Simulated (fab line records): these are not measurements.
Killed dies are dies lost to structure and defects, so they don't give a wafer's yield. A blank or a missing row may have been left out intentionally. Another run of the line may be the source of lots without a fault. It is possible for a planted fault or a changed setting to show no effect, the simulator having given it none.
fab line records    flow n5Finfet    part 1 of 2: steps 1 to 3 of 6
record lots=21  wafers=63  lastDay=17
route steps=1938 shown BEOL_M15@1788 MIM_BOT@1833
lots with no fault: from the same line, run without faults
startH: the number of hours between the record's first day and the start of the first shown wafer of the lot    waitH: hours elapsed since this lot's preceding step    " unchanged from the row above    L1.1+2: one row covering several wafers at once    - value missing, or start not given    * or withheld: withheld    < > ~ a bound
route shown NAME@n: names a module that has steps shown in the file, with the first one's number in the route    usual: average and standard deviation across the fault-free wafers    same: alike in all rows    chamber/n: place in a boat    sites: each site's reading    _std_site: standard deviation across them    _edge_site: inner sites' mean taken away from outer sites' mean    radiusMm: how far each site lies from the wafer's centre    mask NAME#n: copy n    behind: the last tool/chamber to shape the wafer    hold: why the lot went on hold/how many hours it stayed there/how the hold came to an end    device: which transistor (n, p or np) failed to switch    end of line: at the end of the route, the tests of the same wafers    where a step has no rows: the recipe by itself    killed: at the first sort, the dies lost to defects and structure; wafer yield is something else    map: shows each die of a wafer: x if killed, . if not, _ if none is there
set.NAME: setting as actually run; set.NAME@STEP: the setting as run at that earlier step    model.NAME: the simulator's own value behind a step, which no gauge read
steps of the route over a sample of lots; a table a step, a row a wafer
services: a tool's chamber out of use, with start hour (startH, from the record's first day; less than 0 if before it), hours out, and reason
## steps
# step N5_BEOL_M15_VIA_ETCH_16
# recipe chemistry=C4F8/O2/Ar  target=SiO2  heInnerTorr=15  heOuterTorr=30  targetDepthA=17922  timeS=withheld  ionEnergyEv=800  pressureMtorr=20  sourceW=1905  biasW=2040  Ar_flow_sccm=400  C4F8_flow_sccm=16  O2_flow_sccm=12  ends=cleared
# usual biasW=2040/7  drypumpMotorCurrentA=5.8/0.39  mfcArSccm=399.9/1.2  oesProductAu=0.71/0.056  rfVppV=2221/39  showerheadPlenumPTorr=3.47/0.1  throttleValvePct=30.89/0.2
lot.wafer  tool        chamber  startH  waitH  biasW  drypumpMotorCurrentA  mfcArSccm  oesProductAu  rfVppV  showerheadPlenumPTorr  throttleValvePct
L076.1     rieDiel-05  0        257.63  0.0    2042   5.9                   399.1      0.80          2251    3.49                   30.89
L076.2     "           1        "       "      2036   6.1                   398.1      0.71          2205    3.34                   31.17
L076.5     "           3        "       "      2052   6.3                   400.1      0.64          2163    3.50                   30.63
L074.2     rieDiel-01  0        257.64  0.0    2034   6.1                   400.9      0.65          2226    3.52                   30.75
L074.3     "           1        "       "      2051   6.3                   399.7      0.73          2168    3.35                   30.79
L074.5     "           1        "       "      2039   6.3                   399.7      0.73          2171    3.35                   30.80
L077.1     rieDiel-04  1        277.58  0.0    2036   5.8                   401.4      0.74          2231    3.60                   31.01
L077.2     "           2        "       "      2036   5.6                   400.3      0.78          2262    3.64                   30.55
L077.3     "           0        "       "      2031   5.2                   401.2      0.67          2167    3.43                   30.87
L079.1     rieDiel-05  2        286.59  0.0    2040   5.3                   400.3      0.69          2285    3.43                   30.98
L079.4     "           2        "       "      2037   5.3                   400.5      0.69          2285    3.43                   30.96
L079.5     "           1        "       "      2047   6.1                   400.8      0.69          2203    3.34                   31.16
L080.2     rieDiel-05  1        289.92  0.0    2042   6.1                   401.2      0.69          2202    3.34                   31.17
L080.3     "           2        "       "      2046   5.3                   401.1      0.68          2286    3.43                   30.97
L080.6     "           2        "       "      2050   5.3                   399.1      0.69          2285    3.43                   30.97
L081.1     rieDiel-05  1        301.42  0.0    2044   6.1                   400.8      0.68          2202    3.33                   31.18
L081.3     "           2        "       "      2034   5.3                   399.0      0.69          2284    3.43                   31.00
L081.6     "           1        "       "      2051   6.1                   400.5      0.68          2203    3.33                   31.18
L083.1     rieDiel-04  1        305.21  0.0    2048   5.8                   397.2      0.75          2230    3.60                   31.03
L083.2     "           2        "       "      2033   5.5                   399.4      0.77          2262    3.63                   30.56
L083.6     "           2        "       "      2042   5.5                   399.7      0.78          2262    3.63                   30.58
L082.2     rieDiel-04  1        305.62  0.0    2027   5.9                   399.9      0.73          2230    3.60                   31.01
L082.3     "           2        "       "      2041   5.5                   400.4      0.78          2262    3.63                   30.55
L082.5     "           0        "       "      2039   5.1                   400.6      0.65          2166    3.42                   30.88
L084.2     rieDiel-04  1        312.35  0.0    2030   5.8                   401.4      0.73          2230    3.60                   31.02
L084.3     "           2        "       "      2032   5.6                   399.6      0.76          2263    3.63                   30.55
L084.6     "           2        "       "      2042   5.6                   398.5      0.77          2262    3.63                   30.56
L085.1     rieDiel-04  3        337.06  0.0    2046   5.7                   400.2      0.77          2240    3.62                   30.81
L085.2     "           2        "       "      2031   5.6                   399.4      0.76          2261    3.63                   30.56
L085.3     "           1        "       "      2030   5.8                   398.0      0.72          2228    3.59                   31.00
L086.3     rieDiel-01  2        339.13  0.0    2045   5.1                   401.3      0.68          2180    3.33                   31.18
L086.5     "           3        "       "      2044   6.0                   400.6      0.65          2204    3.44                   30.85
L086.6     "           0        "       "      2035   6.0                   400.0      0.63          2224    3.51                   30.77
L088.1     rieDiel-04  2        339.53  0.0    2033   5.5                   400.4      0.76          2259    3.63                   30.54
L088.4     "           1        "       "      2043   5.9                   400.0      0.72          2229    3.59                   31.03
L088.5     "           2        "       "      2037   5.6                   400.6      0.76          2260    3.63                   30.56
L091.2     rieDiel-01  3        340.52  0.0    2035   6.0                   398.7      0.65          2205    3.44                   30.88
L091.3     "           1        "       "      2043   6.4                   400.3      0.69          2167    3.33                   30.82
L091.6     "           0        "       "      2048   6.1                   398.9      0.64          2224    3.51                   30.78
L087.3     rieDiel-04  0        340.58  0.0    2041   5.2                   399.2      0.65          2167    3.42                   30.87
L087.4     "           1        "       "      2035   5.8                   399.1      0.72          2229    3.59                   31.02
L087.5     "           0        "       "      2036   5.1                   397.7      0.65          2167    3.42                   30.88
L090.3     rieDiel-05  2        347.91  0.0    2037   5.3                   399.5      0.68          2283    3.42                   30.99
L090.4     "           0        "       "      2042   5.9                   397.6      0.76          2250    3.48                   30.90
L090.5     "           1        "       "      2036   6.1                   400.3      0.67          2201    3.33                   31.18
L089.1     rieDiel-01  3        354.10  0.0    2035   6.0                   400.0      0.66          2206    3.43                   30.86
L089.2     "           0        "       "      2035   6.1                   399.4      0.63          2225    3.51                   30.78
L089.6     "           3        "       "      2047   6.0                   398.4      0.65          2204    3.43                   30.86
L094.1     rieDiel-05  1        369.84  0.0    2039   6.1                   399.9      0.67          2204    3.32                   31.19
L094.2     "           2        "       "      2048   5.3                   403.2      0.67          2284    3.42                   31.01
L094.4     "           3        "       "      2033   6.2                   399.4      0.83          2163    3.48                   30.40
L092.1     rieDiel-05  0        373.10  0.0    2038   5.9                   398.8      0.74          2250    3.47                   30.89
L092.2     "           1        "       "      2045   6.2                   398.7      0.67          2201    3.32                   31.17
L092.5     "           2        "       "      2034   5.3                   397.8      0.66          2282    3.41                   31.00
L095.1     rieDiel-04  1        375.57  0.0    2042   5.9                   399.6      0.71          2228    3.58                   31.03
L095.3     "           0        "       "      2038   5.1                   398.9      0.64          2165    3.41                   30.89
L095.6     "           0        "       "      2040   5.1                   398.6      0.64          2166    3.41                   30.91
L093.1     rieDiel-05  1        376.42  0.0    2038   6.1                   399.5      0.66          2201    3.32                   31.18
L093.2     "           2        "       "      2028   5.3                   397.2      0.66          2284    3.41                   31.00
L093.5     "           2        "       "      2021   5.3                   399.5      0.67          2284    3.41                   31.00
L097.1     rieDiel-05  3        390.03  0.0    2033   6.2                   399.2      0.82          2162    3.48                   30.40
L097.4     "           2        "       "      2048   5.3                   398.5      0.66          2283    3.41                   31.00
L097.6     "           1        "       "      2033   6.1                   401.5      0.66          2201    3.32                   31.20
# step N5_BEOL_M15_STRIP_64
# recipe chemistry=O2  powerW=600  tempC=60  pressureMtorr=30  rfFrequencyHz=6e+07  biasPowerW=0  overashFraction=0.3  o2FlowSccm=225
# usual drypumpMotorCurrentA=5.7/0.38  oesProductAu=0.79/0.064  rfVppV=3.6/0.46  showerheadPlenumPTorr=2.12/0.075  throttleValvePct=16.68/0.19
lot.wafer  tool        chamber  startH  waitH  drypumpMotorCurrentA  oesProductAu  rfHoursCounterH  rfVppV  showerheadPlenumPTorr  throttleValvePct
L076.1     rieDiel-05  0        -       -      5.9                   0.90          32               4.0     2.15                   16.64
L076.2     "           1        "       "      6.1                   0.76          132              2.9     2.02                   16.81
L076.5     "           3        "       "      6.2                   0.70          -                4.1     2.13                   16.71
L074.2     rieDiel-01  0        -       -      6.1                   0.72          207              3.7     2.17                   16.71
L074.3     "           1        "       "      6.3                   0.82          91               2.9     2.02                   16.35
L074.5     "           1        "       "      6.3                   0.82          -                3.5     2.02                   16.34
L077.1     rieDiel-04  1        -       -      5.8                   0.82          81               4.6     2.21                   16.70
L077.2     "           2        "       "      5.5                   0.88          36               3.5     2.22                   16.31
L077.3     "           0        "       "      5.1                   0.74          187              4.1     2.08                   16.67
L079.1     rieDiel-05  2        -       -      5.3                   0.76          140              4.0     2.10                   16.92
L079.4     "           2        "       "      5.3                   0.77          -                3.6     2.10                   16.92
L079.5     "           1        "       "      6.1                   0.76          -                3.3     2.02                   16.80
L080.2     rieDiel-05  1        -       -      6.2                   0.76          143              3.2     2.02                   16.83
L080.3     "           2        "       "      5.3                   0.76          141              3.2     2.10                   16.91
L080.6     "           2        "       "      5.3                   0.76          -                3.3     2.10                   16.93
L081.1     rieDiel-05  1        -       -      6.1                   0.75          148              3.5     2.02                   16.83
L081.3     "           2        "       "      5.3                   0.76          146              3.4     2.10                   16.94
L081.6     "           1        "       "      6.1                   0.75          -                3.9     2.02                   16.82
L083.1     rieDiel-04  1        -       -      5.8                   0.80          89               3.0     2.21                   16.72
L083.2     "           2        "       "      5.6                   0.86          44               3.9     2.22                   16.35
L083.6     "           2        "       "      5.6                   0.86          -                3.9     2.22                   16.32
L082.2     rieDiel-04  1        -       -      5.8                   0.82          89               3.7     2.21                   16.71
L082.3     "           2        "       "      5.6                   0.87          44               3.1     2.22                   16.34
L082.5     "           0        "       "      5.1                   0.74          -                3.7     2.08                   16.67
L084.2     rieDiel-04  1        -       -      5.8                   0.82          91               4.0     2.20                   16.70
L084.3     "           2        "       "      5.6                   0.86          47               3.6     2.22                   16.34
L084.6     "           2        "       "      5.6                   0.87          -                3.6     2.22                   16.34
L085.1     rieDiel-04  3        -       -      5.7                   0.84          47               3.5     2.24                   16.58
L085.2     "           2        "       "      5.6                   0.83          54               3.4     2.21                   16.35
L085.3     "           1        "       "      5.9                   0.79          98               3.2     2.20                   16.73
L086.3     rieDiel-01  2        -       -      5.2                   0.75          154              3.2     2.02                   16.90
L086.5     "           3        "       "      6.0                   0.73          -                2.8     2.08                   16.67
L086.6     "           0        "       "      6.1                   0.70          -                3.4     2.16                   16.74
L088.1     rieDiel-04  2        -       -      5.6                   0.85          55               3.7     2.21                   16.37
L088.4     "           1        "       "      5.9                   0.79          100              4.5     2.20                   16.73
L088.5     "           2        "       "      5.6                   0.85          -                3.8     2.21                   16.36
L091.2     rieDiel-01  3        -       -      6.0                   0.74          204              3.4     2.08                   16.66
L091.3     "           1        "       "      6.3                   0.78          117              3.3     2.01                   16.38
L091.6     "           0        "       "      6.1                   0.70          -                3.6     2.16                   16.74
L087.3     rieDiel-04  0        -       -      5.1                   0.72          205              4.3     2.07                   16.68
L087.4     "           1        "       "      5.8                   0.80          100              3.5     2.20                   16.74
L087.5     "           0        "       "      5.1                   0.72          -                2.9     2.07                   16.67
L090.3     rieDiel-05  2        -       -      5.3                   0.75          160              4.4     2.10                   16.96
L090.4     "           0        "       "      5.9                   0.85          64               3.7     2.14                   16.70
L090.5     "           1        "       "      6.1                   0.74          -                4.2     2.01                   16.83
L089.1     rieDiel-01  3        -       -      6.0                   0.74          209              3.8     2.08                   16.68
L089.2     "           0        "       "      6.1                   0.70          238              4.3     2.16                   16.76
L089.6     "           3        "       "      6.0                   0.74          -                4.7     2.08                   16.67
L094.1     rieDiel-05  1        -       -      6.1                   0.73          169              3.4     2.01                   16.86
L094.2     "           2        "       "      5.3                   0.74          167              5.0     2.09                   16.97
L094.4     "           3        "       "      6.2                   0.92          20               4.0     2.13                   16.28
L092.1     rieDiel-05  0        -       -      5.9                   0.84          72               4.4     2.14                   16.72
L092.2     "           1        "       "      6.1                   0.73          169              3.3     2.01                   16.88
L092.5     "           2        "       "      5.3                   0.74          -                3.8     2.09                   16.97
L095.1     rieDiel-04  1        -       -      5.9                   0.78          112              3.5     2.20                   16.78
L095.3     "           0        "       "      5.1                   0.72          213              4.4     2.07                   16.67
L095.6     "           0        "       "      5.1                   0.72          -                3.5     2.07                   16.68
L093.1     rieDiel-05  1        -       -      6.1                   0.74          171              4.2     2.01                   16.87
L093.2     "           2        "       "      5.3                   0.74          170              4.0     2.09                   16.98
L093.5     "           2        "       "      5.3                   0.74          -                3.6     2.09                   16.97
L097.1     rieDiel-05  3        -       -      6.2                   0.92          27               2.6     2.12                   16.29
L097.4     "           2        "       "      5.3                   0.74          174              2.7     2.09                   16.99
L097.6     "           1        "       "      6.2                   0.73          -                3.4     2.01                   16.89
# step N5_BEOL_M15_STRIP_36
# recipe chemistry=O2  powerW=600  tempC=60  pressureMtorr=30  rfFrequencyHz=6e+07  biasPowerW=0  overashFraction=0.3  o2FlowSccm=225
# usual drypumpMotorCurrentA=5.9/0.38  oesProductAu=0.78/0.066  rfVppV=3.7/1  showerheadPlenumPTorr=2.10/0.067  throttleValvePct=16.67/0.19
lot.wafer  tool        chamber  startH  waitH  drypumpMotorCurrentA  oesProductAu  rfHoursCounterH  rfVppV  showerheadPlenumPTorr  throttleValvePct
L076.1     rieDiel-05  3        259.73  0.2    6.2                   0.71          247              4.0     2.14                   16.68
L076.2     "           1        "       "      6.1                   0.76          133              5.2     2.02                   16.80
L076.5     "           0        "       "      6.0                   0.90          -                3.6     2.15                   16.61
L074.2     rieDiel-01  0        260.58  1.0    6.1                   0.72          208              3.9     2.17                   16.70
L074.3     "           2        "       "      5.1                   0.78          134              2.9     2.03                   16.83
L074.5     "           0        "       "      6.1                   0.73          -                3.6     2.17                   16.68
L077.1     rieDiel-05  1        281.55  1.7    6.1                   0.75          139              3.7     2.02                   16.80
L077.2     "           2        "       "      5.3                   0.75          138              1.8     2.10                   16.90
L077.3     "           0        "       "      5.9                   0.88          40               2.5     2.15                   16.66
L079.1     rieDiel-04  3        292.36  4.0    5.7                   0.87          34               3.2     2.25                   16.58
L079.4     "           1        "       "      5.9                   0.81          85               2.0     2.21                   16.69
L079.5     "           2        "       "      5.6                   0.87          -                4.1     2.22                   16.33
L080.2     rieDiel-04  3        293.36  1.6    5.7                   0.87          34               3.1     2.24                   16.56
L080.3     "           2        "       "      5.6                   0.88          41               3.9     2.22                   16.33
L080.6     "           2        "       "      5.6                   0.88          -                4.5     2.22                   16.30
L081.1     rieDiel-05  2        303.53  0.3    5.3                   0.75          147              1.5     2.10                   16.93
L081.3     "           0        "       "      5.9                   0.89          49               2.8     2.15                   16.66
L081.6     "           1        "       "      6.1                   0.74          -                2.7     2.02                   16.84
L083.1     rieDiel-01  0        308.93  1.7    6.1                   0.70          223              3.4     2.16                   16.74
L083.2     "           1        "       "      6.3                   0.79          107              4.0     2.01                   16.37
L083.6     "           2        "       "      5.2                   0.75          -                4.0     2.03                   16.86
L082.2     rieDiel-01  3        309.18  1.8    6.0                   0.74          194              1.8     2.08                   16.64
L082.3     "           1        "       "      6.3                   0.79          108              2.3     2.01                   16.37
L082.5     "           0        "       "      6.1                   0.71          -                3.2     2.16                   16.76
L084.2     rieDiel-01  0        315.67  1.1    6.1                   0.71          225              4.0     2.16                   16.73
L084.3     "           1        "       "      6.3                   0.80          110              4.5     2.01                   16.35
L084.6     "           3        "       "      6.0                   0.74          -                5.7     2.08                   16.65
L085.1     rieDiel-01  2        341.93  3.0    5.2                   0.76          155              3.5     2.02                   16.90
L085.2     "           0        "       "      6.0                   0.70          234              4.0     2.16                   16.79
L085.3     "           1        "       "      6.3                   0.78          118              3.9     2.01                   16.36
L086.3     rieDiel-05  3        342.49  1.4    6.2                   0.94          12               3.0     2.13                   16.27
L086.5     "           3        "       "      6.2                   0.96          -                4.5     2.13                   16.26
L086.6     "           0        "       "      5.9                   0.85          -                4.4     2.14                   16.71
L088.1     rieDiel-04  3        342.53  1.3    5.7                   0.85          49               6.8     2.24                   16.63
L088.4     "           2        "       "      5.6                   0.85          56               2.3     2.21                   16.33
L088.5     "           1        "       "      5.8                   0.80          -                4.2     2.20                   16.73
L091.2     rieDiel-01  2        342.57  0.4    5.1                   0.75          155              2.9     2.02                   16.88
L091.3     "           1        "       "      6.3                   0.78          118              3.4     2.01                   16.39
L091.6     "           3        "       "      6.0                   0.73          -                3.5     2.08                   16.69
L087.3     rieDiel-01  3        345.08  2.8    6.0                   0.73          206              3.0     2.08                   16.70
L087.4     "           1        "       "      6.3                   0.78          119              3.0     2.01                   16.40
L087.5     "           0        "       "      6.0                   0.70          -                3.5     2.16                   16.74
L090.3     rieDiel-01  0        351.60  2.0    6.1                   0.70          237              4.1     2.16                   16.73
L090.4     "           2        "       "      5.2                   0.75          158              2.1     2.02                   16.90
L090.5     "           3        "       "      6.0                   0.74          -                4.8     2.08                   16.67
L089.1     rieDiel-05  0        357.58  1.5    5.9                   0.82          67               4.7     2.14                   16.69
L089.2     "           1        "       "      6.1                   0.75          165              3.2     2.01                   16.86
L089.6     "           0        "       "      5.9                   0.85          -                5.3     2.14                   16.69
L094.1     rieDiel-05  3        372.76  1.2    6.2                   0.93          21               3.7     2.13                   16.28
L094.2     "           0        "       "      5.9                   0.83          71               4.8     2.14                   16.73
L094.4     "           2        "       "      5.3                   0.74          168              3.4     2.09                   16.96
L092.1     rieDiel-05  1        379.77  4.8    6.1                   0.74          171              5.6     2.01                   16.86
L092.2     "           2        "       "      5.3                   0.73          170              4.7     2.09                   16.97
L092.5     "           0        "       "      5.9                   0.84          -                3.2     2.14                   16.73
L095.1     rieDiel-01  3        379.87  2.7    6.0                   0.72          217              2.4     2.08                   16.67
L095.3     "           1        "       "      6.3                   0.77          130              4.5     2.01                   16.41
L095.6     "           0        "       "      6.0                   0.69          -                3.7     2.15                   16.79
L093.1     rieDiel-05  2        380.04  1.9    5.3                   0.74          170              3.3     2.09                   17.03
L093.2     "           0        "       "      5.9                   0.82          74               4.5     2.14                   16.71
L093.5     "           3        "       "      6.2                   0.93          -                3.4     2.12                   16.31
L097.1     rieDiel-04  2        395.02  1.3    5.6                   0.83          74               3.6     2.21                   16.38
L097.4     "           1        "       "      5.9                   0.77          117              6.0     2.20                   16.78
L097.6     "           1        "       "      5.8                   0.79          -                4.2     2.20                   16.76
